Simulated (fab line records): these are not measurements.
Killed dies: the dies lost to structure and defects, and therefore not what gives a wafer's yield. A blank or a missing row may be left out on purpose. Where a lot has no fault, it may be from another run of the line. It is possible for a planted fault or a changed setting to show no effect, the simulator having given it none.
fab line records	flow n5-finfet
record lots=5	wafers=15	last-day=17
route steps=1938 shown GATE_CUT@481 BEOL_M4@1111 PASSIVATION@1936
lots that met no fault: taken from a fault-free run of the same line
start-h: the number of hours between the record's first day and the start of the first shown wafer of the lot	wait-h: hours elapsed since this lot's preceding step	" identical to the entry in the row above	L1.1+2: a single row standing in for several wafers	- no value, or no start given	* or withheld: withheld	< > ~ a bound
route shown NAME@n: names a module that has steps shown in the file, with the first one's number in the route	usual: mean and standard deviation over wafers with no fault	same: alike in all rows	chamber/n: place in a boat	sites: per-site readings	_std_site: the standard deviation of these	_edge_site: inner sites' mean taken away from outer sites' mean	radius-mm: how far each site lies from the wafer's centre	mask NAME#n: copy n	behind: tool/chamber where the wafer was last shaped	hold: cause of the lot's hold/its duration in hours/its outcome	device: whichever transistor did not switch (one of n, p or np)	end of line: tests of these same wafers at the route's end	for a step that has no rows: nothing shown but its recipe	killed: dies lost to structure and defects at the first sort, not the wafer's yield	map: a wafer's dies, x killed, . not, _ none there
set.NAME: the setting that was run; set.NAME@STEP: the one run at that earlier step	model.NAME: the simulator's own value behind a step, which no gauge read
lots seen at some steps along the route; tables by step, rows by wafer
services: a tool's chamber out of use, with start hour (start-h, from the record's first day; less than 0 if before it), hours out, and reason
## steps
# step N5_GATE_CUT_COAT_07
# recipe resist=CAR-EUV	spin-rpm=1500	resist-thk-nm=30
# step N5_GATE_CUT_EBR_09
# recipe solvent=PGMEA	ebr-width-mm=1.5
# step N5_GATE_CUT_SOFTBAKE_08
# recipe temp-c=110	time-s=60	resist=CAR-EUV
# step N5_GATE_CUT_EXPOSE_10
# recipe mask-id=GATE_CUT	na=0.33	source-shape=annular	sigma-inner=0.35	sigma-outer=0.8	polarization=unpolarized	target-cd-nm=20	dose-mj=43.25
# step N5_GATE_CUT_PEB_11
# recipe peb-temp-c=100	peb-time-s=60	resist=CAR-EUV
# step N5_GATE_CUT_DEVELOP_12
# recipe develop-time-s=30	developer=TMAH	resist=CAR-EUV	rinse-liquid=surfactant-rinse	dry=air-spin	dev-temp-c=23
# step N5_GATE_CUT_CD_MEAS_13
# recipe target-cd-nm=20	landing-energy-ev=500	detector=se-inlens
# usual cd-nm=20.06/0.23
lot.wafer	tool	chamber	start-h	wait-h	cd-nm
L121.2	cd-sem-03	0	105.13	-	20.18
L121.4	"	0	"	"	20.18
L121.6	"	0	"	"	20.25
L128.1	cd-sem-02	0	150.75	-	20.08
L128.3	"	0	"	"	20.18
L128.4	"	0	"	"	20.52
L134.3	cd-sem-03	0	181.70	-	20.60
L134.4	"	0	"	"	19.96
L134.5	"	0	"	"	20.51
L135.4	cd-sem-02	0	188.33	-	20.03
L135.5	"	0	"	"	20.22
L135.6	"	0	"	"	19.98
L138.3	cd-sem-01	0	207.60	-	20.00
L138.4	"	0	"	"	19.84
L138.5	"	0	"	"	20.20
# step N5_GATE_CUT_OVL_MEAS_14
# recipe points-per-wafer=522
# usual GATE_CUT_OVL=-0.3/0.67
lot.wafer	tool	chamber	start-h	wait-h	GATE_CUT_OVL[nm]
L121.2	overlay-02	0	105.16	0.0	0.1
L121.4	"	0	"	"	0.1
L121.6	"	0	"	"	0.4
L128.1	overlay-01	0	150.78	0.0	0.5
L128.3	"	0	"	"	0.7
L128.4	"	0	"	"	-0.2
L134.3	overlay-02	0	181.73	0.0	-1.2
L134.4	"	0	"	"	-0.3
L134.5	"	0	"	"	-1.4
L135.4	overlay-02	0	188.37	0.0	0.6
L135.5	"	0	"	"	-0.5
L135.6	"	0	"	"	0.4
L138.3	overlay-01	0	207.64	0.0	1.1
L138.4	"	0	"	"	0.8
L138.5	"	0	"	"	0.7
# step N5_GATE_CUT_INSPECT_15
# recipe mode=adi	inspect-instrument=brightfield
# usual raw-defect-count=150/45
lot.wafer	tool	chamber	start-h	wait-h	raw-defect-count
L121.2	defect-inspect-01	-	105.21	0.0	58
L121.4	"	-	"	"	94
L121.6	"	-	"	"	94
L128.1	defect-inspect-02	-	150.84	0.1	119
L128.3	"	-	"	"	139
L128.4	"	-	"	"	117
L134.3	defect-inspect-01	-	182.05	0.3	152
L134.4	"	-	"	"	121
L134.5	"	-	"	"	121
L135.4	defect-inspect-01	-	188.41	0.0	147
L135.5	"	-	"	"	214
L135.6	"	-	"	"	152
L138.3	defect-inspect-01	-	207.69	0.0	182
L138.4	"	-	"	"	134
L138.5	"	-	"	"	142
# step N5_GATE_CUT_DESCUM_18
# recipe chemistry=O2	time-s=7	source-power-w=50	bias-power-w=20	pressure-mtorr=20	rf-frequency-hz=2.712e+07	temp-c=40	resist=CAR-EUV	o2-flow-sccm=225
# step N5_GATE_CUT_ETCH_28
# recipe chemistry=N2/H2	target=underlayer	target-depth-a=130	mask-material=CAR-EUV	time-s=10.4	ion-energy-ev=200	pressure-mtorr=30	source-w=840	bias-w=150	n2-flow-sccm=200	h2-flow-sccm=200	ends=cleared
# usual drypump-motor-current-A=5.84/0.26	etch-rf-on-time-s=10.31/0.19	oes-product-au=0.67/0.074	rf-vpp-V=524.6/2.5	showerhead-plenum-p-Torr=2.57/0.082	throttle-valve-pct=17.96/0.3
lot.wafer	tool	chamber	start-h	wait-h	drypump-motor-current-A	etch-rf-on-time-s	oes-product-au	rf-hours-counter-h	rf-vpp-V	showerhead-plenum-p-Torr	throttle-valve-pct
L121.2	rie-diel-04	2	105.28	0.0	5.80	10.02	0.82	9	522.9	2.50	17.16
L121.4	"	0	"	"	5.87	10.10	0.69	-	525.4	2.67	18.18
L121.6	"	3	"	"	5.49	10.25	0.64	-	524.2	2.53	18.17
L128.1	rie-diel-04	3	151.02	0.0	5.46	10.23	0.63	204	523.0	2.52	18.18
L128.3	"	0	"	"	5.84	10.26	0.67	143	525.5	2.66	18.23
L128.4	"	3	"	"	5.46	10.24	0.62	-	522.9	2.52	18.18
L134.3	rie-diel-02	2	182.11	0.0	5.30	10.28	0.66	143	521.7	2.45	17.76
L134.4	"	1	"	"	5.89	10.22	0.61	209	522.4	2.51	18.13
L134.5	"	0	"	"	6.10	10.50	0.65	-	522.8	2.54	18.10
L135.4	rie-diel-06	2	188.53	0.0	5.79	10.37	0.62	183	525.5	2.64	18.05
L135.5	"	1	"	"	5.97	10.56	0.60	-	525.6	2.61	17.87
L135.6	"	0	"	"	5.85	10.54	0.58	-	525.6	2.61	18.12
L138.3	rie-diel-02	0	207.75	0.0	6.09	10.66	0.64	167	523.2	2.53	18.12
L138.4	"	3	"	"	5.60	10.78	0.57	247	525.9	2.60	18.06
L138.5	"	2	"	"	5.31	10.33	0.66	-	519.6	2.45	17.76
# step N5_GATE_CUT_ETCH_36
# recipe chemistry=CF4	target=SiARC	target-depth-a=130	mask-material=CAR-EUV	time-s=21.7	ion-energy-ev=80	pressure-mtorr=40	source-w=545	bias-w=36	Ar_flow_sccm=100	cf4-flow-sccm=100	ends=cleared
# step N5_GATE_CUT_ETCH_37
# recipe chemistry=N2/H2	target=SOC	target-depth-a=600	overetch-a=120	mask-material=SiARC	temp-c=40	time-s=90	ion-energy-ev=200	pressure-mtorr=30	source-w=840	bias-w=150	n2-flow-sccm=200	h2-flow-sccm=200
# usual drypump-motor-current-A=5.84/0.26	oes-product-au=0.70/0.071	rf-vpp-V=524.6/2.4	showerhead-plenum-p-Torr=2.57/0.082	throttle-valve-pct=17.93/0.3
lot.wafer	tool	chamber	start-h	wait-h	drypump-motor-current-A	oes-product-au	rf-hours-counter-h	rf-vpp-V	showerhead-plenum-p-Torr	throttle-valve-pct	model.SiARC_of_GATE_CUT_COAT_35.thk-nm	model.GATE_CUT.cd-nm
L121.2	rie-diel-04	2	105.33	0.0	5.81	0.84	9	523.3	2.50	17.13	5.8	19.8
L121.4	"	0	"	"	5.87	0.70	-	527.7	2.66	18.16	5.8	20
L121.6	"	3	"	"	5.47	0.66	-	523.5	2.53	18.13	6	20
L128.1	rie-diel-04	3	151.07	0.0	5.46	0.66	204	522.7	2.52	18.17	4.4	20.6
L128.3	"	0	"	"	5.84	0.70	143	527.8	2.66	18.18	6	20.2
L128.4	"	3	"	"	5.46	0.65	-	522.9	2.52	18.15	4.4	21
L134.3	rie-diel-02	2	182.16	0.0	5.33	0.69	143	521.3	2.45	17.71	6	20
L134.4	"	1	"	"	5.90	0.64	209	524.2	2.51	18.12	6	19.8
L134.5	"	0	"	"	6.08	0.69	-	524.3	2.54	18.06	6	20
L135.4	rie-diel-06	2	188.58	0.0	5.75	0.65	183	526.4	2.64	18.00	6	20
L135.5	"	1	"	"	5.96	0.63	-	525.8	2.61	17.85	6	20.2
L135.6	"	0	"	"	5.85	0.61	-	527.1	2.61	18.11	6.2	20.2
L138.3	rie-diel-02	0	207.80	0.0	6.11	0.68	167	522.7	2.53	18.08	6	20.2
L138.4	"	3	"	"	5.58	0.61	247	525.9	2.60	18.06	6.2	20
L138.5	"	2	"	"	5.35	0.68	-	520.6	2.45	17.72	6	20.2
# step N5_GATE_CUT_STRIP_38
# recipe chemistry=N2/H2	temp-c=40	n2-flow-sccm=200	h2-flow-sccm=200	rf-frequency-hz=6e+07
# step N5_GATE_CUT_STRIP_39
# recipe chemistry=N2/H2	temp-c=40	n2-flow-sccm=200	h2-flow-sccm=200	rf-frequency-hz=6e+07
# step N5_GATE_CUT_HM_OPEN_40
# recipe chemistry=C4F6/O2	target=SiO2	mask-material=SiARC	target-depth-a=1390	time-s=85.1	ion-energy-ev=250	pressure-mtorr=30	source-w=345	bias-w=185	Ar_flow_sccm=300	C4F6_flow_sccm=10	O2_flow_sccm=10	ends=cleared
# step N5_GATE_CUT_STRIP_41
# recipe chemistry=CF4	resist=SiARC	power-w=300	bias-power-w=75	pressure-mtorr=50	cf4-flow-sccm=150	rf-frequency-hz=6e+07
# usual bias-power-w=75.04/0.21	cf4-flow-sccm=150.0/0.48	drypump-motor-current-A=5.83/0.26	oes-product-au=0.180/0.018	rf-vpp-V=271.5/1.3	showerhead-plenum-p-Torr=1.81/0.055	throttle-valve-pct=13.7/0.31
lot.wafer	tool	chamber	start-h	wait-h	bias-power-w	cf4-flow-sccm	drypump-motor-current-A	oes-product-au	rf-hours-counter-h	rf-vpp-V	showerhead-plenum-p-Torr	throttle-valve-pct
L121.2	rie-diel-04	2	105.47	0.0	74.94	149.8	5.80	0.217	9	271.2	1.76	12.9
L121.4	"	0	"	"	75.20	150.3	5.82	0.184	-	273.1	1.88	13.9
L121.6	"	3	"	"	75.32	150.5	5.46	0.172	-	270.8	1.78	13.8
L128.1	rie-diel-04	3	151.21	0.0	75.32	149.0	5.45	0.168	204	270.2	1.78	13.8
L128.3	"	0	"	"	74.97	150.1	5.86	0.179	143	273.1	1.87	13.9
L128.4	"	3	"	"	74.91	149.6	5.48	0.170	-	270.7	1.78	13.8
L134.3	rie-diel-02	2	182.31	0.0	74.49	150.9	5.29	0.183	143	270.4	1.73	13.4
L134.4	"	1	"	"	74.86	150.0	5.90	0.166	209	270.2	1.78	13.9
L134.5	"	0	"	"	75.04	149.3	6.09	0.181	-	271.5	1.79	13.8
L135.4	rie-diel-06	2	188.72	0.0	75.11	149.8	5.76	0.166	183	272.4	1.86	13.8
L135.5	"	1	"	"	74.98	149.9	5.96	0.168	-	271.8	1.84	13.7
L135.6	"	0	"	"	74.76	150.4	5.85	0.157	-	272.8	1.84	14.1
L138.3	rie-diel-02	0	207.94	0.0	75.34	150.4	6.08	0.181	167	270.8	1.79	13.8
L138.4	"	3	"	"	75.01	149.8	5.59	0.148	247	271.3	1.84	13.9
L138.5	"	2	"	"	74.84	150.1	5.31	0.182	-	268.3	1.73	13.4
# step N5_GATE_CUT_STRIP_42
# recipe chemistry=O2	power-w=400	temp-c=40	pressure-mtorr=30	rf-frequency-hz=6e+07	bias-power-w=0	overash-fraction=0.3	o2-flow-sccm=225
# usual drypump-motor-current-A=5.84/0.26	oes-product-au=0.78/0.088	rf-vpp-V=3.7/0.5	showerhead-plenum-p-Torr=2.12/0.067	throttle-valve-pct=16.79/0.29
# same bias-power-w=0
lot.wafer	tool	chamber	start-h	wait-h	drypump-motor-current-A	oes-product-au	rf-hours-counter-h	rf-vpp-V	showerhead-plenum-p-Torr	throttle-valve-pct
L121.2	rie-diel-04	2	105.49	0.0	5.80	0.96	9	3.9	2.06	16.01
L121.4	"	0	"	"	5.83	0.79	-	3.6	2.19	16.97
L121.6	"	3	"	"	5.46	0.74	-	3.8	2.09	16.89
L128.1	rie-diel-04	3	151.23	0.0	5.47	0.73	204	3.9	2.08	16.91
L128.3	"	0	"	"	5.83	0.77	143	3.5	2.19	17.01
L128.4	"	3	"	"	5.46	0.73	-	3.7	2.08	16.93
L134.3	rie-diel-02	2	182.33	0.0	5.30	0.78	143	2.5	2.03	16.54
L134.4	"	1	"	"	5.89	0.70	209	3.3	2.07	16.99
L134.5	"	0	"	"	6.07	0.76	-	2.9	2.10	16.91
L135.4	rie-diel-06	2	188.74	0.0	5.79	0.72	183	4.8	2.17	16.78
L135.5	"	1	"	"	5.97	0.70	-	4.8	2.16	16.83
L135.6	"	0	"	"	5.84	0.68	-	3.2	2.15	17.10
L138.3	rie-diel-02	0	207.96	0.0	6.08	0.76	167	4.2	2.09	16.93
L138.4	"	3	"	"	5.60	0.67	247	3.8	2.15	16.93
L138.5	"	2	"	"	5.33	0.77	-	3.7	2.02	16.59
# step N5_GATE_CUT_ETCH_19
# recipe chemistry=CH3F/O2	target=SiNx	mask-material=SiO2	target-depth-a=537	time-s=76.7	pressure-mtorr=30	source-w=395	bias-w=73	Ar_flow_sccm=150	CH3F_flow_sccm=30	O2_flow_sccm=20	ion-energy-ev=120	ends=cleared
# step N5_GATE_CUT_CUT_ETCH_53
# recipe chemistry=SF6/Cl2	target=W	mask-material=SiO2	target-depth-a=792	pressure-mtorr=8	icp-w=900	bias-w=80	SF6_flow_sccm=40	Cl2_flow_sccm=60	ends=cleared
# step N5_GATE_CUT_CUT_ETCH_54
# recipe chemistry=Cl2/BCl3	target=TiN	mask-material=SiO2	target-depth-a=967	pressure-mtorr=10	icp-w=1000	bias-w=126	Cl2_flow_sccm=53.25	bcl3-flow-sccm=21.75	Ar_flow_sccm=25	ends=cleared
# usual drypump-motor-current-A=5.8/0.44	etch-rf-on-time-s=36.6/0.41	oes_ar_750_au=0.79/0.079	oes-product-au=0.72/0.074	throttle-valve-pct=22.12/0.092
lot.wafer	tool	chamber	start-h	wait-h	drypump-motor-current-A	etch-rf-on-time-s	oes_ar_750_au	oes-product-au	rf-hours-counter-h	throttle-valve-pct
L121.2	rie-metal-02	0	105.70	0.0	5.9	36.1	0.94	0.86	4	21.95
L121.4	"	0	"	"	5.9	36.3	0.95	0.85	-	21.96
L121.6	"	0	"	"	5.9	36.3	0.93	0.86	-	21.97
L128.1	rie-metal-03	1	151.44	0.0	5.7	36.4	0.71	0.64	73	22.13
L128.3	"	1	"	"	5.7	36.4	0.71	0.64	-	22.15
L128.4	"	0	"	"	5.2	36.5	0.88	0.80	-	22.15
L134.3	rie-metal-02	0	182.55	0.0	5.9	36.5	0.89	0.80	-	21.97
L134.4	"	1	"	"	5.5	37.0	0.71	0.64	-	22.27
L134.5	"	0	"	"	5.9	36.4	0.89	0.81	-	21.96
L135.4	rie-metal-01	0	188.97	0.0	6.6	36.8	0.81	0.73	-	22.18
L135.5	"	1	"	"	5.8	37.5	0.73	0.66	-	22.05
L135.6	"	0	"	"	6.6	36.7	0.81	0.74	-	22.18
L138.3	rie-metal-03	1	208.19	0.0	5.7	36.1	0.70	0.63	-	22.14
L138.4	"	0	"	"	5.2	36.1	0.86	0.79	-	22.16
L138.5	"	0	"	"	5.2	36.3	0.86	0.79	-	22.14
# step N5_GATE_CUT_CUT_ETCH_55
# recipe chemistry=BCl3	target=HfO2	mask-material=SiO2	target-depth-a=32	ion-energy-ev=30	pressure-mtorr=5	icp-w=450	bias-w=18	bcl3-flow-sccm=80
# usual drypump-motor-current-A=5.8/0.44	oes-product-au=0.80/0.082	throttle-valve-pct=32.96/0.15
lot.wafer	tool	chamber	start-h	wait-h	drypump-motor-current-A	oes-product-au	rf-hours-counter-h	throttle-valve-pct
L121.2	rie-metal-02	0	105.76	0.0	5.9	0.94	4	32.77
L121.4	"	0	"	"	5.9	0.94	-	32.76
L121.6	"	0	"	"	5.9	0.94	-	32.77
L128.1	rie-metal-03	1	151.50	0.0	5.6	0.69	73	32.89
L128.3	"	1	"	"	5.6	0.71	-	32.88
L128.4	"	0	"	"	5.2	0.88	-	32.83
L134.3	rie-metal-02	0	182.60	0.0	5.9	0.90	-	32.80
L134.4	"	1	"	"	5.5	0.71	-	33.23
L134.5	"	0	"	"	5.9	0.89	-	32.78
L135.4	rie-metal-01	0	189.02	0.0	6.6	0.81	-	33.09
L135.5	"	1	"	"	5.8	0.74	-	32.92
L135.6	"	0	"	"	6.6	0.82	-	33.10
L138.3	rie-metal-03	1	208.24	0.0	5.7	0.69	-	32.90
L138.4	"	0	"	"	5.2	0.86	-	32.84
L138.5	"	0	"	"	5.2	0.87	-	32.85
# step N5_GATE_CUT_ETCH_47
# recipe chemistry=Cl2/BCl3	target=SiO2	target-depth-a=100	pressure-mtorr=10	icp-w=1000	bias-w=126	Cl2_flow_sccm=53.25	bcl3-flow-sccm=21.75	Ar_flow_sccm=25
# usual drypump-motor-current-A=5.8/0.44	oes_ar_750_au=0.79/0.079	oes-product-au=0.80/0.082	throttle-valve-pct=22.66/0.094
lot.wafer	tool	chamber	start-h	wait-h	drypump-motor-current-A	oes_ar_750_au	oes-product-au	rf-hours-counter-h	throttle-valve-pct	model.GATE_CUT.cd-nm
L121.2	rie-metal-02	0	105.79	0.0	5.9	0.94	0.94	4	22.49	20.2
L121.4	"	0	"	"	5.9	0.95	0.95	-	22.50	20
L121.6	"	0	"	"	5.9	0.94	0.95	-	22.49	20.4
L128.1	rie-metal-03	1	151.53	0.0	5.7	0.71	0.70	73	22.69	20.6
L128.3	"	1	"	"	5.7	0.71	0.69	-	22.68	20.2
L128.4	"	0	"	"	5.2	0.88	0.88	-	22.68	21
L134.3	rie-metal-02	0	182.63	0.0	5.9	0.89	0.90	-	22.52	19.8
L134.4	"	1	"	"	5.5	0.71	0.71	-	22.81	20
L134.5	"	0	"	"	5.9	0.89	0.90	-	22.52	19.8
L135.4	rie-metal-01	0	189.05	0.0	6.6	0.81	0.82	-	22.72	19.8
L135.5	"	1	"	"	5.9	0.73	0.73	-	22.57	20.6
L135.6	"	0	"	"	6.6	0.82	0.82	-	22.72	20
L138.3	rie-metal-03	1	208.27	0.0	5.7	0.70	0.69	-	22.70	20.8
L138.4	"	0	"	"	5.2	0.86	0.87	-	22.68	20.2
L138.5	"	0	"	"	5.2	0.86	0.86	-	22.70	20
# step N5_GATE_CUT_VAPOR_ETCH_48
# recipe chemistry=BCl3/Cl2	target=TiN	mode=isotropic
# step N5_BEOL_M4_RC_MEAS_101
# usual DIBL_N=36.3/1.4	DIBL_P=35.7/1.5	IOFF_N=0.155/0.022	IOFF_P=0.204/0.027	ION_N=671/9	ION_P=459/6.2	SS_N=71.5/0.54	SS_P=73.1/0.56	VT_N=250.2/2.6	VT_P=-251/3.3
lot.wafer	tool	chamber	start-h	wait-h	DIBL_N[mV/V]	DIBL_P[mV/V]	IOFF_N[nA/um]	IOFF_P[nA/um]	ION_N[uA/um]	ION_P[uA/um]	SS_N[mV/dec]	SS_P[mV/dec]	VT_N[mV]	VT_P[mV]
L121.2	prober-02	0	189.28	0.2	36.4	36.6	0.172	0.187	686	458	71.3	72.9	246.6	-255
L121.4	"	0	"	"	37.3	37.7	0.193	0.204	680	460	71.7	73.3	246.3	-249
L121.6	"	0	"	"	36.6	36.6	0.175	0.199	688	465	70.5	73.0	246.0	-252
L128.1	prober-01	0	238.10	0.0	38.1	39.4	0.200	0.238	681	463	72.1	73.5	247.1	-251
L128.3	"	0	"	"	35.9	35.0	0.148	0.175	666	448	71.5	72.6	254.7	-254
L128.4	"	0	"	"	37.3	37.0	0.174	0.206	681	462	71.2	73.8	247.6	-251
L134.3	prober-01	0	263.09	0.3	34.6	35.8	0.139	0.181	671	459	71.3	72.4	251.3	-250
L134.4	"	0	"	"	34.4	35.0	0.131	0.177	652	449	72.1	73.0	255.6	-253
L134.5	"	0	"	"	35.6	36.5	0.149	0.194	666	451	72.0	73.4	253.2	-252
L135.4	prober-01	0	280.43	0.5	38.0	37.0	0.169	0.237	677	462	71.2	73.1	248.3	-249
L135.5	"	0	"	"	39.3	38.5	0.190	0.263	682	466	71.4	74.4	247.2	-248
L135.6	"	0	"	"	38.9	38.2	0.177	0.254	675	462	71.7	73.8	249.5	-246
L138.3	prober-01	0	293.95	0.3	37.5	36.5	0.166	0.207	666	454	71.8	73.5	249.8	-253
L138.4	"	0	"	"	38.1	36.8	0.177	0.211	662	452	72.6	73.9	250.0	-251
L138.5	"	0	"	"	35.4	33.8	0.134	0.168	666	455	71.6	72.8	251.6	-254
# step N5_PASSIVATION_PROBE_49
# usual defect-limited-yield=91.0/1.5	killed_at_M0_to_M3=36/12	killed_at_M4_up=14/5.5	killed-at-contacts=11/4.8	killed-at-front-end=42/12	killed-at-other=3.7/2.7	killed-dies=106/18	killed-open=70/13	killed-short=35/8.2	sort_bin_5_function=5.3/1	sort_bin_6_memory=3.3/0.69	sort-n-pass=1074/18	sort-yield-pct=91.0/1.5
# same gross-dies=1180	killed-at-back-side=0	sort_bin_4_leakage[%]=0	sort_bin_8_speed[%]=0
lot.wafer	tool	chamber	start-h	wait-h	defect-limited-yield[%]	killed_at_M0_to_M3	killed_at_M4_up	killed-at-contacts	killed-at-front-end	killed-at-other	killed-dies	killed-open	killed-short	sort_bin_5_function[%]	sort_bin_6_memory[%]	sort-n-pass	sort-yield-pct[%]
L121.2	prober-02	-	299.95	0.1	90.2	45	8	9	52	2	116	83	32	5.1	4.2	1064	90.2
L121.4	prober-02	-	300.05	0.2	90.3	46	9	10	47	3	115	75	40	5.2	4.3	1065	90.3
L121.6	prober-02	-	300.15	0.3	88.2	55	13	4	65	2	139	86	53	6.9	4.5	1041	88.2
L128.4	prober-01	-	339.96	0.2	89.8	71	7	12	24	6	120	71	49	6.0	3.9	1060	89.8
# killed by level:class
L121.2 BEOL_M3:geometric-particle:open=13 FIN_SAQP:geometric-particle:open=11 BEOL_M1:geometric-particle:open=10 STI_FIN_REVEAL:geometric-particle:open=8 FIN_SAQP:geometric-particle:short=7 GATE_CUT:geometric-particle:short=7 MOL_CONTACT_COAG:geometric-particle:open=7 BEOL_M0_SAQP:geometric-particle:open=6
L121.4 BEOL_M0_SAQP:geometric-particle:open=14 FIN_SAQP:geometric-particle:open=12 STI_FIN_REVEAL:geometric-particle:open=11 BEOL_M0_SAQP:geometric-particle:short=9 BEOL_M3:geometric-particle:open=8 MOL_CONTACT_COAG:geometric-particle:open=7 FIN_SAQP:geometric-particle:short=5 GATE_CUT:geometric-particle:short=5
L121.6 FIN_SAQP:geometric-particle:open=21 FIN_SAQP:geometric-particle:short=16 BEOL_M0_SAQP:geometric-particle:short=12 BEOL_M0:geometric-particle:open=9 BEOL_M0_SAQP:geometric-particle:open=8 BEOL_M1:geometric-particle:open=6 BEOL_M2:geometric-particle:open=6 STARTING-WAFER:geometric-particle:open=6
L128.4 BEOL_M0_SAQP:geometric-particle:short=20 BEOL_M2:geometric-particle:open=17 BEOL_M0_SAQP:geometric-particle:open=13 MOL_CONTACT_COAG:geometric-particle:open=9 BEOL_M3:geometric-particle:open=9 FIN_SAQP:geometric-particle:open=6 GATE_CUT:geometric-particle:short=5 FIN_SAQP:geometric-particle:short=4
## services
tool	chamber	start-h	hours	kind
rie-diel-04	2	86.03	7.0	repair
rie-metal-02	-	87.75	2.8	pm
rie-diel-04	1	100.17	-	clean
rie-diel-04	1	100.17	-	consumable-replace:focus-ring
rie-diel-04	1	100.17	-	consumable-replace:showerhead
rie-diel-04	1	100.17	13.7	scheduled-down
rie-diel-04	1	100.17	13.7	vent-cycle
rie-diel-06	1	133.57	9.6	repair
rie-diel-04	3	137.47	4.1	repair
rie-diel-04	2	146.42	8.2	repair
rie-diel-04	-	173.81	2.7	repair
rie-metal-01	-	178.94	1.6	repair
rie-metal-03	-	205.01	2.8	pm
## key
first-sign none at tools or gauges
model-effect step=N5_GATE_CUT_ETCH_37	value=SiARC_of_GATE_CUT_COAT_35.thk-nm	without=6	struck=4.4
model-effect step=N5_GATE_CUT_ETCH_47	value=GATE_CUT.cd-nm	without=20.1	struck=20.8
met-at N5_GATE_CUT_ETCH_37
struck-wafers L128.1,L128.4
onset-between 105.33 151.07
fault kind=process-parameter-drift	tool=rie-diel-04	chamber=-	onset-h=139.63	steps=N5_GATE_CUT_ETCH_37	channel=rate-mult	offset=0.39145	shape=step	end-h=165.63	scope=struck-wafers-only
